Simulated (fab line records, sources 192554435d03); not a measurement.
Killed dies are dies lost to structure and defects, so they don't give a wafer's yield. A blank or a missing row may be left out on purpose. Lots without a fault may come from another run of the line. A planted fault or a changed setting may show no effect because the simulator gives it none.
Chamber matching | flow n5_finfet | N5_BEOL_M6_ETCH_72 on rie_diel-04: 4 sister chambers
The step etches underlayer in N2/H2, target depth 6.5 nm, time 5.2 s. 16 wafers are shown with their chamber, then 8 later ones without.

WAFERS WITH THEIR CHAMBER
wafer  | chamber | drypump_motor_current_A (A) | throttle_valve_pct (%) | showerhead_plenum_p_Torr (Torr)
L075.1 | 0       | 6.3                         | 17.62                  | 2.69
L075.4 | 3       | 6.0                         | 17.81                  | 2.52
L075.5 | 2       | 6.1                         | 18.03                  | 2.47
L079.3 | 3       | 6.0                         | 17.83                  | 2.51
L079.4 | 1       | 6.1                         | 17.74                  | 2.40
L079.6 | 0       | 6.4                         | 17.63                  | 2.68
L077.2 | 2       | 6.1                         | 18.03                  | 2.47
L077.3 | 3       | 6.0                         | 17.88                  | 2.51
L077.6 | 1       | 6.1                         | 17.77                  | 2.40
L081.1 | 0       | 6.4                         | 17.64                  | 2.68
L081.3 | 2       | 6.1                         | 18.05                  | 2.46
L081.6 | 1       | 6.1                         | 17.79                  | 2.39
L084.1 | 3       | 6.0                         | 17.86                  | 2.51
L084.2 | 0       | 6.4                         | 17.64                  | 2.68
L084.5 | 2       | 6.1                         | 18.06                  | 2.46
L092.1 | 1       | 6.1                         | 17.41                  | 2.71

SIGNATURES (means of the wafers above)
reading                  | chamber 0 | chamber 1 | chamber 2 | chamber 3 | scatter within a chamber
drypump_motor_current_A  | 6.375     | 6.100     | 6.100     | 6.000     | 0.025
throttle_valve_pct       | 17.6325   | 17.6775   | 18.0425   | 17.8450   | 0.0915
showerhead_plenum_p_Torr | 2.6825    | 2.4750    | 2.4650    | 2.5125    | 0.0785
Rule: a wafer's distance from a chamber is the root of the sum, over the readings, of the square of ((its reading less the chamber's mean) divided by the reading's scatter). The wafer belongs to the nearest chamber; if the next one is less than 2 further off, it can't be placed. The scatter: the root of (the sum of the squares of (reading less its chamber's mean) over the shown wafers, divided by (wafers less chambers)).

WAFERS WITHOUT THEIR CHAMBER
wafer  | drypump_motor_current_A (A) | throttle_valve_pct (%) | showerhead_plenum_p_Torr (Torr)
L092.3 | 6.1                         | 18.07                  | 2.46
L092.5 | 6.0                         | 17.92                  | 2.50
L094.1 | 6.1                         | 18.05                  | 2.46
L094.2 | 6.1                         | 17.40                  | 2.71
L094.4 | 6.3                         | 17.68                  | 2.67
L095.2 | 6.3                         | 17.68                  | 2.67
L095.5 | 6.4                         | 17.70                  | 2.67
L095.6 | 6.0                         | 18.12                  | 2.45

WHICH CHAMBER EACH WENT THROUGH
wafer  | from the rows above     | in truth
L092.3 | 2                       | 2
L092.5 | 3                       | 3
L094.1 | 2                       | 2
L094.2 | 1                       | 1
L094.4 | 0                       | 0
L095.2 | 0                       | 0
L095.5 | 0                       | 0
L095.6 | can't be placed: 3 or 2 | 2
Placed correctly: 7 of 8. Can't be placed from these rows: 1 (the true chamber is among the candidates in 1). Placed wrongly: 0.
